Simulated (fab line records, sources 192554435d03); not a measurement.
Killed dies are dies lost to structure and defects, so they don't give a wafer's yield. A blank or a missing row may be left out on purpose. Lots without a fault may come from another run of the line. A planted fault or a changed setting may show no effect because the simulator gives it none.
Lot-split experiment ; flow n5 finfet ; 21 wafers read across 7 lots, on a route 1938 steps long

ABOUT THE SPLIT
At N5_FIN_CUT_COAT_19 (time 60 s, resist thk 20 nm), the setting spin rpm was moved away from the recipe's 1500 rpm on 4 of the 21 wafers read, by -5.8% to +8.1%. The other wafers ran this setting at the recipe's value.

The split's own step is where the reading is taken.

THE READING
SiARC_of_FIN_CUT_COAT_19.thk nm (the simulator's own value, which no gauge read), in nm, at N5_FIN_CUT_COAT_19 (time 60 s, resist thk 20 nm). The file does not state a usual value for it. Here, 17 wafers ran the recipe; their average is 20.0 nm with a standard deviation of 0.064 nm.

wafer;tool, chamber at the split;spin rpm as run, rpm;against the recipe;SiARC_of_FIN_CUT_COAT_19.thk nm, nm;against lot-mates on the recipe
L076.1;litho track-01, 0;1500;recipe;20;-
L076.5;litho track-01, 0;1500;recipe;20;-
L076.6;litho track-01, 0;1500;recipe;20;-
L080.4;litho track-05, 0;1500;recipe;20.2;-
L080.5;litho track-05, 0;1413;-5.8%;20.8;+0.6
L080.6;litho track-05, 0;1413;-5.8%;20.8;+0.6
L082.3;litho track-01, 0;1621;+8.1%;19.4;-0.6
L082.4;litho track-01, 0;1500;recipe;20;-
L082.6;litho track-01, 0;1500;recipe;20;-
L083.3;litho track-05, 0;1500;recipe;20;-
L083.4;litho track-05, 0;1500;recipe;20;-
L083.5;litho track-05, 0;1500;recipe;20;-
L084.1;litho track-04, 0;1500;recipe;20;-
L084.3;litho track-04, 0;1500;recipe;20;-
L084.6;litho track-04, 0;1500;recipe;20;-
L085.1;litho track-01, 0;1500;recipe;20;-
L085.3;litho track-01, 0;1500;recipe;20;-
L085.6;litho track-01, 0;1500;recipe;20.2;-
L096.3;litho track-01, 0;1611;+7.4%;19.2;-0.8
L096.5;litho track-01, 0;1500;recipe;20;-
L096.6;litho track-01, 0;1500;recipe;20;-

THE FIT
A straight line over all 21 wafers: SiARC_of_FIN_CUT_COAT_19.thk nm changes by -0.108 nm for each +1% of spin rpm; r = -0.96; the points scatter about the line by 0.093 nm.
The same after taking each lot's own level away (the mean of its wafers on the recipe; 21 wafers): -0.0949 nm for each +1%; r = -0.98; scatter 0.059 nm.
On that fit, the largest move of spin rpm shifts the reading by 0.77 nm.
The lots' own levels span 20.00 to 20.20 nm, that is 3.1 times the standard deviation above.
In other words, the slope is changed by the lot-to-lot level; the two fits disagree.
Check: for one of the wafers moved furthest among these (+8.1%), held out of the fit, the line's prediction against its lot-mates is -0.854 nm. Against them it came out at -0.6 nm.

THE OTHER SPLITS THESE WAFERS WENT THROUGH
Before the reading, these wafers also passed through other splits. Each is held against what the fit with the lots' levels taken away leaves over:
other split on the same wafers;wafers away from the commonest value;r with SiARC_of_FIN_CUT_COAT_19.thk nm (lot level and that fit taken away)
N5_ZERO_LAYER_EXPOSE_08 dose mj;9;-0.32
N5_ZERO_LAYER_ETCH_18 bias w;4;-0.23
N5_WELL_APT_COAT_02 spin rpm;7;+0.02
N5_WELL_APT_EXPOSE_05 dose mj;8;-0.25
N5_FIN_SAQP_ALD_61 ald cycles;9;+0.21
N5_FIN_SAQP_PECVD_06 time s;5;-0.13

FILE'S OWN FIT
SiARC_of_FIN_CUT_COAT_19.thk nm changes by -0.0928 nm for each +1% of spin rpm, r = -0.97.
